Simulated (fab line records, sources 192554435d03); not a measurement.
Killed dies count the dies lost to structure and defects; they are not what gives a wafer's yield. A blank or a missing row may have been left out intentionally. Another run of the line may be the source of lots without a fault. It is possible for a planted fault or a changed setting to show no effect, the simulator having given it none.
fab line records ; flow n5_finfet
[record] lots = 12; wafers = 33; last_day = 17
route steps=1938 shown BEOL_M12@1641 BEOL_M13@1659 PASSIVATION@1936
lots that met no fault: taken from a fault-free run of the same line
start_h: hours from the record's first day to the start of the lot's first wafer shown ; wait_h: how many hours have passed since the lot's step before this one ; " the same as in the row above ; L1.1+2: one row covering several wafers at once ; - value missing, or start not given ; * or withheld: withheld ; < > ~ a bound
route shown NAME@n: names a module that has steps shown in the file, with the first one's number in the route ; usual: mean/standard deviation of fault-free wafers ; same: alike in all rows ; chamber/n: place in a boat ; sites: per-site readings ; _std_site: how widely they spread, as a standard deviation ; _edge_site: the outer-site mean with the inner-site mean subtracted ; radius_mm: for every site, how far away it sits from the centre of the wafer ; mask NAME#n: copy n ; behind: the tool/chamber that last shaped the wafer ; hold: the reason the lot was held/the length of the hold in hours/how it ended ; device: whichever transistor did not switch (one of n, p or np) ; end of line: tests run on the same wafers once the route is complete ; step lacking rows: just its recipe ; killed: not the wafer's yield, but the dies lost to structure and defects at the first sort ; map: a wafer's dies, x killed, . not, _ none there
set.NAME: the setting that was run; set.NAME@STEP: the one run at that earlier step ; model.NAME: the simulator's own value behind a step, which no gauge read
steps of the route over a sample of lots; a table a step, a row a wafer
services: a tool's chamber out of use, with start hour (start_h, from the record's first day; less than 0 if before it), hours out, and reason
[[steps]]
[step N5_BEOL_M12_OCD_MEAS_35]
[usual] trench_depth_nm = 320/5.9
lot.wafer;tool;chamber;start_h;wait_h;trench_depth_nm
L835.2;ocd-01;-;221.88;0.0;306
L835.3;ocd-01;-;221.88;0.0;312
L836.3;ocd-01;-;228.37;0.0;323
L836.5;ocd-01;-;228.37;0.0;320
L836.6;ocd-01;-;228.37;0.0;323
L838.2;ocd-02;-;241.68;0.0;319
L838.5;ocd-02;-;241.68;0.0;320
L838.6;ocd-02;-;241.68;0.0;318
L840.3;ocd-02;-;252.63;0.0;313
L840.5;ocd-02;-;252.63;0.0;312
L840.6;ocd-02;-;252.63;0.0;321
L842.4;ocd-01;-;264.18;0.0;321
L842.6;ocd-01;-;264.18;0.0;326
L845.3;ocd-01;-;273.80;0.0;329
L845.4;ocd-01;-;273.80;0.0;316
L845.5;ocd-01;-;273.80;0.0;327
L846.2;ocd-01;-;283.74;0.0;325
L846.3;ocd-01;-;283.74;0.0;321
L846.6;ocd-01;-;283.74;0.0;326
L849.1;ocd-02;-;305.41;0.0;318
L849.2;ocd-02;-;305.41;0.0;312
L849.4;ocd-02;-;305.41;0.0;315
L851.1;ocd-01;-;306.27;0.0;313
L851.4;ocd-01;-;306.27;0.0;325
L851.6;ocd-01;-;306.27;0.0;317
L854.1;ocd-01;-;325.67;0.0;324
L854.5;ocd-01;-;325.67;0.0;312
L854.6;ocd-01;-;325.67;0.0;322
L856.2;ocd-02;-;352.50;0.0;328
L856.4;ocd-02;-;352.50;0.0;324
L858.2;ocd-01;-;363.49;0.0;322
L858.3;ocd-01;-;363.49;0.0;327
L858.6;ocd-01;-;363.49;0.0;327
[step N5_BEOL_M12_SPUTTER_43]
[recipe] material = TaN; target_thk_a = 150; temp_c = 50; bias_v = 168.6; power_w = 15000; chamber_pressure_pa = 0.12; time_s = 24.19
[usual] throttle_valve_pct = 29.7/1.2
lot.wafer;tool;chamber;start_h;wait_h;throttle_valve_pct
L835.2;pvd_sputter-02;-;222.42;0.0;29.1
L835.3;pvd_sputter-02;-;222.42;0.0;30.9
L836.3;pvd_sputter-03;-;229.23;0.0;32.1
L836.5;pvd_sputter-03;-;229.23;0.0;31.9
L836.6;pvd_sputter-03;-;229.23;0.0;28.8
L838.2;pvd_sputter-03;-;245.08;0.0;29.5
L838.5;pvd_sputter-03;-;245.08;0.0;29.1
L838.6;pvd_sputter-03;-;245.08;0.0;32.1
L840.3;pvd_sputter-02;-;253.04;0.0;29.1
L840.5;pvd_sputter-02;-;253.04;0.0;28.7
L840.6;pvd_sputter-02;-;253.04;0.0;28.4
L842.4;pvd_sputter-01;-;266.22;0.0;29.9
L842.6;pvd_sputter-01;-;266.22;0.0;30.6
L845.3;pvd_sputter-02;-;274.73;0.0;29.0
L845.4;pvd_sputter-02;-;274.73;0.0;28.6
L845.5;pvd_sputter-02;-;274.73;0.0;30.7
L846.2;pvd_sputter-03;-;285.28;0.0;32.0
L846.3;pvd_sputter-03;-;285.28;0.0;29.7
L846.6;pvd_sputter-03;-;285.28;0.0;32.1
L849.1;pvd_sputter-01;-;306.52;0.0;29.5
L849.2;pvd_sputter-01;-;306.52;0.0;30.7
L849.4;pvd_sputter-01;-;306.52;0.0;28.8
L851.1;pvd_sputter-01;-;306.92;0.0;30.3
L851.4;pvd_sputter-01;-;306.92;0.0;28.9
L851.6;pvd_sputter-01;-;306.92;0.0;30.9
L854.1;pvd_sputter-03;-;326.11;0.0;32.1
L854.5;pvd_sputter-03;-;326.11;0.0;30.0
L854.6;pvd_sputter-03;-;326.11;0.0;28.5
L856.2;pvd_sputter-02;-;353.38;0.0;30.9
L856.4;pvd_sputter-02;-;353.38;0.0;28.8
L858.2;pvd_sputter-03;-;365.93;0.0;29.4
L858.3;pvd_sputter-03;-;365.93;0.0;32.1
L858.6;pvd_sputter-03;-;365.93;0.0;28.6
[step N5_BEOL_M12_PRE_CLEAN_52]
[recipe] gas = NH3; time_s = 15; temp_c = withheld; rf_power_w = 300
[usual] rf_fwd_power_W = 295.0/2
lot.wafer;tool;chamber;start_h;wait_h;rf_fwd_power_W
L835.2;pecvd-02;0;223.47;0.0;295.5
L835.3;pecvd-02;0;223.47;0.0;294.5
L836.3;pecvd-02;0;230.30;0.0;296.3
L836.5;pecvd-02;1;230.30;0.0;297.3
L836.6;pecvd-02;0;230.30;0.0;297.3
L838.2;pecvd-03;2;246.13;0.0;297.7
L838.5;pecvd-03;2;246.13;0.0;297.7
L838.6;pecvd-03;1;246.13;0.0;292.7
L840.3;pecvd-01;0;254.10;0.0;295.8
L840.5;pecvd-01;2;254.10;0.0;295.4
L840.6;pecvd-01;0;254.10;0.0;294.6
L842.4;pecvd-01;1;267.42;0.0;293.1
L842.6;pecvd-01;2;267.42;0.0;295.1
L845.3;pecvd-01;2;275.95;0.0;295.8
L845.4;pecvd-01;2;275.95;0.0;295.3
L845.5;pecvd-01;1;275.95;0.0;291.6
L846.2;pecvd-02;2;286.34;0.0;291.1
L846.3;pecvd-02;0;286.34;0.0;295.8
L846.6;pecvd-02;1;286.34;0.0;296.9
L849.1;pecvd-01;2;307.57;0.0;295.2
L849.2;pecvd-01;1;307.57;0.0;292.8
L849.4;pecvd-01;2;307.57;0.0;294.3
L851.1;pecvd-03;0;307.97;0.0;294.0
L851.4;pecvd-03;2;307.97;0.0;297.4
L851.6;pecvd-03;0;307.97;0.0;293.3
L854.1;pecvd-01;0;327.18;0.0;296.0
L854.5;pecvd-01;0;327.18;0.0;295.8
L854.6;pecvd-01;1;327.18;0.0;293.6
L856.2;pecvd-03;0;354.65;0.0;293.4
L856.4;pecvd-03;2;354.65;0.0;298.1
L858.2;pecvd-02;1;367.43;0.0;297.6
L858.3;pecvd-02;2;367.43;0.0;291.9
L858.6;pecvd-02;1;367.43;0.0;296.5
[step N5_BEOL_M12_INSPECT_55]
[recipe] inspect_instrument = darkfield; mode = post_dep
[usual] raw_defect_count = 66/22
lot.wafer;tool;chamber;start_h;wait_h;raw_defect_count
L835.2;defect_inspect-02;-;223.61;0.0;28
L835.3;defect_inspect-02;-;223.61;0.0;50
L836.3;defect_inspect-02;-;230.43;0.0;72
L836.5;defect_inspect-02;-;230.43;0.0;82
L836.6;defect_inspect-02;-;230.43;0.0;69
L838.2;defect_inspect-02;-;246.24;0.0;127
L838.5;defect_inspect-02;-;246.24;0.0;144
L838.6;defect_inspect-02;-;246.24;0.0;101
L840.3;defect_inspect-02;-;254.22;0.0;54
L840.5;defect_inspect-02;-;254.22;0.0;45
L840.6;defect_inspect-02;-;254.22;0.0;44
L842.4;defect_inspect-01;-;267.53;0.0;81
L842.6;defect_inspect-01;-;267.53;0.0;52
L845.3;defect_inspect-02;-;276.07;0.0;56
L845.4;defect_inspect-02;-;276.07;0.0;44
L845.5;defect_inspect-02;-;276.07;0.0;75
L846.2;defect_inspect-01;-;286.46;0.0;48
L846.3;defect_inspect-01;-;286.46;0.0;55
L846.6;defect_inspect-01;-;286.46;0.0;57
L849.1;defect_inspect-01;-;307.68;0.0;687
L849.2;defect_inspect-01;-;307.68;0.0;672
L849.4;defect_inspect-01;-;307.68;0.0;681
L851.1;defect_inspect-01;-;308.08;0.0;76
L851.4;defect_inspect-01;-;308.08;0.0;106
L851.6;defect_inspect-01;-;308.08;0.0;86
L854.1;defect_inspect-01;-;327.30;0.0;633
L854.5;defect_inspect-01;-;327.30;0.0;702
L854.6;defect_inspect-01;-;327.30;0.0;653
L856.2;defect_inspect-02;-;354.76;0.0;53
L856.4;defect_inspect-02;-;354.76;0.0;43
L858.2;defect_inspect-02;-;367.55;0.0;63
L858.3;defect_inspect-02;-;367.55;0.0;53
L858.6;defect_inspect-02;-;367.55;0.0;51
[step N5_BEOL_M13_ILD_DEP_00]
[recipe] material = SiOC; target_thk_a = 8379.2; temp_c = 350; precursor = DEMS/O2; pressure_torr = 5; rf_w = 500; time_s = 166.4
[usual] heater_power_w = 495/72; rf_fwd_power_W = 497.8/1.7; showerhead_plenum_p_Torr = 5.686/0.013; throttle_valve_pct = 12.2/0.9
lot.wafer;tool;chamber;start_h;wait_h;heater_power_w;rf_fwd_power_W;showerhead_plenum_p_Torr;throttle_valve_pct
L835.2;pecvd-03;1;223.65;0.0;573;497.6;5.682;12.5
L835.3;pecvd-03;2;223.65;0.0;450;498.4;5.682;11.4
L836.3;pecvd-03;1;230.46;0.0;571;496.8;5.674;12.5
L836.5;pecvd-03;2;230.46;0.0;456;496.1;5.667;11.3
L836.6;pecvd-03;1;230.46;0.0;472;495.1;5.680;12.3
L838.2;pecvd-04;2;246.28;0.0;556;498.0;5.692;11.2
L838.5;pecvd-04;0;246.28;0.0;447;498.7;5.676;12.0
L838.6;pecvd-04;2;246.28;0.0;430;495.1;5.688;11.3
L840.3;pecvd-04;1;254.31;0.1;543;497.1;5.715;13.8
L840.5;pecvd-04;1;254.31;0.1;579;495.6;5.695;13.8
L840.6;pecvd-04;2;254.31;0.1;551;496.8;5.681;10.8
L842.4;pecvd-03;0;267.62;0.1;615;497.6;5.678;12.8
L842.6;pecvd-03;2;267.62;0.1;479;500.4;5.672;11.7
L845.3;pecvd-01;2;276.10;0.0;355;497.6;5.705;10.9
L845.4;pecvd-01;0;276.10;0.0;487;500.1;5.694;12.3
L845.5;pecvd-01;2;276.10;0.0;382;497.1;5.701;10.8
L846.2;pecvd-01;1;286.49;0.0;380;498.9;5.676;13.3
L846.3;pecvd-01;2;286.49;0.0;372;499.2;5.683;11.0
L846.6;pecvd-01;2;286.49;0.0;404;499.3;5.694;10.8
L849.1;pecvd-03;0;307.72;0.0;632;500.8;5.697;12.8
L849.2;pecvd-03;1;307.72;0.0;538;495.6;5.691;12.6
L849.4;pecvd-03;2;307.72;0.0;462;497.1;5.683;11.6
L851.1;pecvd-01;2;308.12;0.0;416;498.6;5.679;11.0
L851.4;pecvd-01;2;308.12;0.0;442;498.9;5.712;10.9
L851.6;pecvd-01;1;308.12;0.0;433;498.7;5.694;13.0
L854.1;pecvd-04;0;327.33;0.0;474;496.0;5.663;12.2
L854.5;pecvd-04;2;327.33;0.0;521;499.1;5.681;11.1
L854.6;pecvd-04;1;327.33;0.0;579;495.3;5.696;13.8
L856.2;pecvd-03;0;354.80;0.0;580;495.4;5.683;12.7
L856.4;pecvd-03;0;354.80;0.0;610;496.3;5.678;12.5
L858.2;pecvd-03;1;367.58;0.0;583;495.6;5.666;12.3
L858.3;pecvd-03;0;367.58;0.0;591;493.9;5.696;12.4
L858.6;pecvd-03;2;367.58;0.0;511;502.5;5.688;11.9
[step N5_BEOL_M13_INSPECT_12]
[recipe] mode = adi; inspect_instrument = macro
[usual] raw_defect_count = 2.3/1.4
lot.wafer;tool;chamber;start_h;wait_h;raw_defect_count
L835.2;defect_inspect-01;-;224.16;0.0;2
L835.3;defect_inspect-01;-;224.16;0.0;4
L836.3;defect_inspect-02;-;231.10;0.0;4
L836.5;defect_inspect-02;-;231.10;0.0;1
L836.6;defect_inspect-02;-;231.10;0.0;3
L838.2;defect_inspect-01;-;246.79;0.0;2
L838.5;defect_inspect-01;-;246.79;0.0;3
L838.6;defect_inspect-01;-;246.79;0.0;1
L840.3;defect_inspect-01;-;254.82;0.0;3
L840.5;defect_inspect-01;-;254.82;0.0;4
L840.6;defect_inspect-01;-;254.82;0.0;4
L842.4;defect_inspect-02;-;268.07;0.0;2
L842.6;defect_inspect-02;-;268.07;0.0;3
L845.3;defect_inspect-02;-;276.61;0.0;0
L845.4;defect_inspect-02;-;276.61;0.0;1
L845.5;defect_inspect-02;-;276.61;0.0;3
L846.2;defect_inspect-01;-;287.13;0.0;2
L846.3;defect_inspect-01;-;287.13;0.0;1
L846.6;defect_inspect-01;-;287.13;0.0;2
L849.1;defect_inspect-02;-;308.35;0.0;>300
L849.2;defect_inspect-02;-;308.35;0.0;>300
L849.4;defect_inspect-02;-;308.35;0.0;>300
L851.1;defect_inspect-01;-;308.75;0.0;2
L851.4;defect_inspect-01;-;308.75;0.0;4
L851.6;defect_inspect-01;-;308.75;0.0;3
L854.1;defect_inspect-02;-;327.97;0.0;>300
L854.5;defect_inspect-02;-;327.97;0.0;>300
L854.6;defect_inspect-02;-;327.97;0.0;>300
L856.2;defect_inspect-01;-;355.43;0.0;1
L856.4;defect_inspect-01;-;355.43;0.0;3
L858.2;defect_inspect-02;-;368.10;0.0;0
L858.3;defect_inspect-02;-;368.10;0.0;0
L858.6;defect_inspect-02;-;368.10;0.0;2
[step N5_PASSIVATION_PROBE_49]
[usual] defect_limited_yield = 91.5/1.5; killed_at_M0_to_M3 = 32/9.4; killed_at_M4_up = 12/5.1; killed_at_contacts = 11/7.4; killed_at_front_end = 41/11; killed_at_other = 3.4/2.5; killed_dies = 100/17; killed_on_rim = 13/4.4; killed_open = 65/14; killed_short = 33/7; sort_bin_5_function = 4.9/0.96; sort_bin_6_memory = 3.1/0.7; sort_bin_8_speed = 0.00/0.01; sort_n_pass = 1080/17; sort_yield_pct = 91.5/1.5
[same] gross_dies = 1180; killed_at_back_side = 0; sort_bin_4_leakage[%] = 0
lot.wafer;tool;chamber;start_h;wait_h;defect_limited_yield[%];killed_at_M0_to_M3;killed_at_M4_up;killed_at_contacts;killed_at_front_end;killed_at_other;killed_dies;killed_on_rim;killed_open;killed_short;sort_bin_5_function[%];sort_bin_6_memory[%];sort_bin_8_speed[%];sort_n_pass;sort_yield_pct[%]
L835.2;prober-02;-;251.39;0.1;92.2;22;9;13;42;6;92;15;64;28;4.8;2.8;0;1088;92.2
L835.3;prober-02;-;251.44;0.1;91.8;19;15;10;47;6;97;8;59;35;4.6;3.4;0;1083;91.8
L840.3;prober-01;-;285.71;0.1;88.2;27;12;42;54;4;139;25;102;37;7.2;3.9;0;1041;88.2
L840.5;prober-01;-;285.81;0.2;90.5;33;17;21;33;8;112;14;91;20;5.5;3.7;0;1068;90.5
L840.6;prober-01;-;285.86;0.3;89.2;38;17;34;31;7;127;14;83;44;5.8;4.5;0;1053;89.2
L846.2;prober-02;-;317.66;0.1;89.7;39;19;20;44;0;122;17;83;39;5.4;4.3;0;1058;89.7
L846.3;prober-02;-;317.71;0.1;90.4;45;14;18;35;1;113;13;80;33;5.2;4.0;0;1067;90.4
L846.6;prober-02;-;317.86;0.3;89.5;44;13;13;54;0;124;7;85;37;5.8;4.7;0;1056;89.5
L849.1;prober-02;-;339.74;0.0;84.2;37;111;5;27;7;187;30;61;27;10.2;3.5;0;993;84.2
L849.2;prober-02;-;339.79;0.1;86.4;25;79;6;50;1;161;30;63;34;9.6;2.5;0;1019;86.4
L849.4;prober-02;-;339.89;0.2;83.3;27;108;13;48;1;197;31;64;31;10.0;4.2;0;983;83.3
L851.1;prober-02;-;342.71;0.0;93.7;18;8;7;40;1;74;13;43;30;3.7;2.4;0;1106;93.7
L851.4;prober-02;-;342.86;0.2;92.6;29;18;5;34;1;87;10;57;28;4.5;2.6;0;1093;92.6
L851.6;prober-02;-;342.96;0.3;93.2;22;12;4;41;1;80;9;56;24;3.5;2.8;0;1100;93.2
L854.1;prober-02;-;355.34;0.0;85.8;49;68;2;43;6;168;30;73;37;7.4;5.2;0;1012;85.8
L854.5;prober-02;-;355.54;0.2;86.9;31;82;9;27;6;155;32;68;26;7.5;3.8;0;1025;86.9
L854.6;prober-02;-;355.59;0.3;87.2;40;80;3;25;3;151;23;52;33;7.2;3.1;0;1029;87.2
L856.2;prober-01;-;385.22;0.1;91.1;37;12;6;45;5;105;15;68;35;5.2;3.6;0;1075;91.1
L856.4;prober-01;-;385.32;0.2;91.9;32;17;6;35;6;96;16;54;39;4.8;2.6;0;1084;91.9
L858.2;prober-02;-;401.10;0.1;93.4;19;11;1;45;2;78;8;46;32;3.9;2.4;0;1102;93.4
L858.3;prober-02;-;401.15;0.1;92.3;36;14;8;33;0;91;7;62;29;4.9;2.5;0;1089;92.3
L858.6;prober-02;-;401.30;0.3;93.1;39;13;4;23;2;81;15;53;27;4.2;2.3;0;1099;93.1
// killed by level:class
L835.2 STI_FIN_REVEAL:geometric_particle:open=16 MOL_CONTACT_COAG:geometric_particle:open=11 BEOL_M0_SAQP:geometric_particle:open=6 BEOL_M3:geometric_particle:open=5 BEOL_M0_SAQP:geometric_particle:short=5 FIN_SAQP:geometric_particle:open=4 BEOL_M2:geometric_particle:open=4 BEOL_M4:geometric_particle:open=4
L835.3 FIN_SAQP:geometric_particle:short=12 STI_FIN_REVEAL:geometric_particle:open=9 FIN_SAQP:geometric_particle:open=7 BEOL_M3:geometric_particle:open=7 MOL_CONTACT_COAG:geometric_particle:short=5 BEOL_M2:geometric_particle:open=5 BEOL_M5:geometric_particle:open=5 ILD0:geometric_particle:short=4
L840.3 MOL_CONTACT_COAG:geometric_particle:open=31 STI_FIN_REVEAL:geometric_particle:open=13 MOL_CONTACT_COAG:geometric_particle:short=11 DUMMY_GATE:geometric_particle:open=9 GATE_CUT:geometric_particle:short=7 FIN_SAQP:geometric_particle:open=6 BEOL_M3:geometric_particle:open=6 GATE_CUT:geometric_particle:open=5
L840.5 MOL_CONTACT_COAG:geometric_particle:open=21 STI_FIN_REVEAL:geometric_particle:open=17 BEOL_M3:geometric_particle:open=11 BEOL_M4:geometric_particle:open=10 BEOL_M0_SAQP:geometric_particle:short=6 BEOL_M0_SAQP:geometric_particle:open=6 BEOL_M2:geometric_particle:open=6 BEOL_M4:geometric_particle:short=4
L840.6 MOL_CONTACT_COAG:geometric_particle:open=21 MOL_CONTACT_COAG:geometric_particle:short=13 BEOL_M0_SAQP:geometric_particle:short=12 BEOL_M2:geometric_particle:open=11 BEOL_M0_SAQP:geometric_particle:open=8 STI_FIN_REVEAL:geometric_particle:open=7 BEOL_M4:geometric_particle:open=6 STARTING-WAFER:geometric_particle:short=6
L846.2 MOL_CONTACT_COAG:geometric_particle:open=14 STI_FIN_REVEAL:geometric_particle:open=9 BEOL_M0_SAQP:geometric_particle:short=7 BEOL_M2:geometric_particle:open=7 BEOL_M4:geometric_particle:open=7 DUMMY_GATE:geometric_particle:open=6 MOL_CONTACT_COAG:geometric_particle:short=6 FIN_SAQP:geometric_particle:short=5
L846.3 MOL_CONTACT_COAG:geometric_particle:open=15 BEOL_M3:geometric_particle:open=12 BEOL_M1:geometric_particle:open=11 FIN_SAQP:geometric_particle:open=10 STI_FIN_REVEAL:geometric_particle:open=8 BEOL_M0_SAQP:geometric_particle:short=5 BEOL_M0_SAQP:geometric_particle:open=5 BEOL_M1:geometric_particle:short=5
L846.6 FIN_SAQP:geometric_particle:open=13 MOL_CONTACT_COAG:geometric_particle:open=13 BEOL_M1:geometric_particle:open=11 BEOL_M1:geometric_particle:short=8 STI_FIN_REVEAL:geometric_particle:open=7 ILD0:geometric_particle:open=7 BEOL_M0_SAQP:geometric_particle:short=7 BEOL_M2:geometric_particle:open=5
L849.1 BEOL_M12:unspecified=98 BEOL_M0_SAQP:geometric_particle:open=12 BEOL_M0_SAQP:geometric_particle:short=11 PASS1_DEP:geometric_particle:open=6 DUMMY_GATE:geometric_particle:open=5 BEOL_M1:geometric_particle:open=5 BEOL_M3:geometric_particle:open=5 FIN_SAQP:geometric_particle:open=4
L849.2 BEOL_M12:unspecified=64 STI_FIN_REVEAL:geometric_particle:open=14 FIN_SAQP:geometric_particle:short=11 BEOL_M0_SAQP:geometric_particle:short=8 FIN_SAQP:geometric_particle:open=7 BEOL_M0_SAQP:geometric_particle:open=7 DUMMY_GATE:geometric_particle:open=4 GATE_CUT:geometric_particle:open=4
L849.4 BEOL_M12:unspecified=101 FIN_SAQP:geometric_particle:open=13 MOL_CONTACT_COAG:geometric_particle:open=12 FIN_SAQP:geometric_particle:short=10 BEOL_M0_SAQP:geometric_particle:open=9 STI_FIN_REVEAL:geometric_particle:open=4 DUMMY_GATE:geometric_particle:open=4 BEOL_M2:geometric_particle:open=4
L851.1 BEOL_M2:geometric_particle:open=9 STARTING-WAFER:geometric_particle:short=7 GATE_CUT:geometric_particle:short=7 STI_FIN_REVEAL:geometric_particle:open=6 MOL_CONTACT_COAG:geometric_particle:open=5 DUMMY_GATE:geometric_particle:open=4 FIN_SAQP:geometric_particle:short=3 FIN_SAQP:geometric_particle:open=3
L851.4 GATE_CUT:geometric_particle:short=11 BEOL_M4:geometric_particle:open=11 BEOL_M2:geometric_particle:open=10 GATE_CUT:geometric_particle:open=7 BEOL_M0_SAQP:geometric_particle:open=6 STI_FIN_REVEAL:geometric_particle:open=5 MOL_CONTACT_COAG:geometric_particle:open=4 BEOL_M0_SAQP:geometric_particle:short=4
L851.6 BEOL_M2:geometric_particle:open=14 FIN_SAQP:geometric_particle:open=12 BEOL_M4:geometric_particle:open=6 FIN_SAQP:geometric_particle:short=4 DUMMY_GATE:geometric_particle:open=4 GATE_CUT:geometric_particle:short=4 BEOL_M7:geometric_particle:open=4 GATE_CUT:geometric_particle:open=3
L854.1 BEOL_M12:unspecified=58 BEOL_M0_SAQP:geometric_particle:short=15 BEOL_M0_SAQP:geometric_particle:open=13 FIN_SAQP:geometric_particle:open=10 STI_FIN_REVEAL:geometric_particle:open=9 BEOL_M3:geometric_particle:open=7 BEOL_M1:geometric_particle:open=6 BEOL_M2:geometric_particle:open=6
L854.5 BEOL_M12:unspecified=61 MOL_CONTACT_COAG:geometric_particle:open=8 BEOL_M4:geometric_particle:open=8 BEOL_M3:geometric_particle:open=7 BEOL_M0_SAQP:geometric_particle:open=6 BEOL_M1:geometric_particle:open=6 FIN_SAQP:geometric_particle:short=4 FIN_SAQP:geometric_particle:open=4
L854.6 BEOL_M12:unspecified=66 BEOL_M0_SAQP:geometric_particle:open=12 BEOL_M1:geometric_particle:open=8 BEOL_M3:geometric_particle:open=6 FIN_SAQP:geometric_particle:short=5 BEOL_M4:geometric_particle:open=5 FIN_SAQP:geometric_particle:open=4 BEOL_M0_SAQP:geometric_particle:short=4
L856.2 FIN_SAQP:geometric_particle:open=9 BEOL_M3:geometric_particle:open=9 BEOL_M0_SAQP:geometric_particle:short=9 STI_FIN_REVEAL:geometric_particle:open=7 FIN_SAQP:geometric_particle:short=5 MOL_CONTACT_COAG:geometric_particle:open=5 BEOL_M1:geometric_particle:open=5 STARTING-WAFER:geometric_particle:short=5
L856.4 FIN_SAQP:geometric_particle:short=10 FIN_SAQP:geometric_particle:open=8 BEOL_M0_SAQP:geometric_particle:short=8 BEOL_M3:geometric_particle:open=7 BEOL_M2:geometric_particle:open=6 BEOL_M1:geometric_particle:open=5 GATE_CUT:geometric_particle:short=4 MOL_CONTACT_COAG:geometric_particle:open=4
L858.2 FIN_SAQP:geometric_particle:short=17 FIN_SAQP:geometric_particle:open=14 BEOL_M0_SAQP:geometric_particle:short=5 BEOL_M0_SAQP:geometric_particle:open=4 BEOL_M1:geometric_particle:open=4 BEOL_M3:geometric_particle:open=4 STI_FIN_REVEAL:geometric_particle:short=3 BEOL_M4:geometric_particle:open=3
L858.3 BEOL_M0_SAQP:geometric_particle:open=12 FIN_SAQP:geometric_particle:short=8 BEOL_M4:geometric_particle:open=8 FIN_SAQP:geometric_particle:open=6 DUMMY_GATE:geometric_particle:open=6 MOL_CONTACT_COAG:geometric_particle:open=5 BEOL_M0_SAQP:geometric_particle:short=5 BEOL_M1:geometric_particle:short=5
L858.6 BEOL_M0_SAQP:geometric_particle:open=10 BEOL_M3:geometric_particle:open=8 DUMMY_GATE:geometric_particle:open=7 BEOL_M1:geometric_particle:open=6 BEOL_M1:geometric_particle:short=5 BEOL_M4:geometric_particle:open=5 MOL_CONTACT_COAG:geometric_particle:open=4 GATE_CUT:geometric_particle:short=4
[[services]]
tool;chamber;start_h;hours;kind
pecvd-02;2;202.38;-;clean
pecvd-02;2;202.38;-;consumable_replace:showerhead
pecvd-02;2;202.38;29.0;scheduled_down
pecvd-02;2;202.38;29.0;vent_cycle
pecvd-03;1;206.10;6.1;repair
pecvd-01;0;207.62;2.1;scheduled_down
pecvd-02;1;226.80;2.1;scheduled_down
pecvd-04;1;236.36;2.1;scheduled_down
pecvd-04;-;238.23;0.5;repair
pecvd-03;1;243.14;2.1;scheduled_down
pecvd-02;-;250.62;2.8;pm
pecvd-04;0;251.52;12.3;repair
pecvd-01;0;267.75;5.5;scheduled_down
pecvd-03;-;271.33;1.2;repair
pvd_sputter-02;-;284.61;5.1;repair
pecvd-02;-;290.31;6.1;repair
pecvd-02;1;298.53;6.5;repair
pecvd-01;-;306.51;1.0;repair
pecvd-02;2;308.48;2.1;scheduled_down
pecvd-01;2;322.01;2.1;scheduled_down
pecvd-04;-;323.14;1.8;repair
pecvd-02;0;331.56;2.1;scheduled_down
[[key]]
[first_sign] step = N5_BEOL_M12_INSPECT_55; reading = raw_defect_count; direction = up; sigmas = 27; usual = 66; struck = 671
[effect] step = N5_BEOL_M13_INSPECT_12; reading = raw_defect_count; direction = up; sigmas = 99+; usual = 2.3; struck = >300
[effect] step = N5_PASSIVATION_PROBE_49; reading = killed_at_M4_up; direction = up; sigmas = 15; usual = 12; struck = 88
[more_kills_born_at] N5_BEOL_M12_PRE_CLEAN_52@pecvd-01 = 448
met_at N5_BEOL_M12_PRE_CLEAN_52
struck_lots L849,L854
not_acting_at N5_BEOL_M12_OCD_MEAS_35,N5_BEOL_M12_SPUTTER_43,N5_BEOL_M13_ILD_DEP_00
onset_between 275.95 307.57
[fault] kind = chamber_particle_source; tool = pecvd-01; chamber = -; onset_h = 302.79; steps = N5_BEOL_M12_PRE_CLEAN_52; rate_per_visit_cm2 = 0.9538; end_h = 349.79
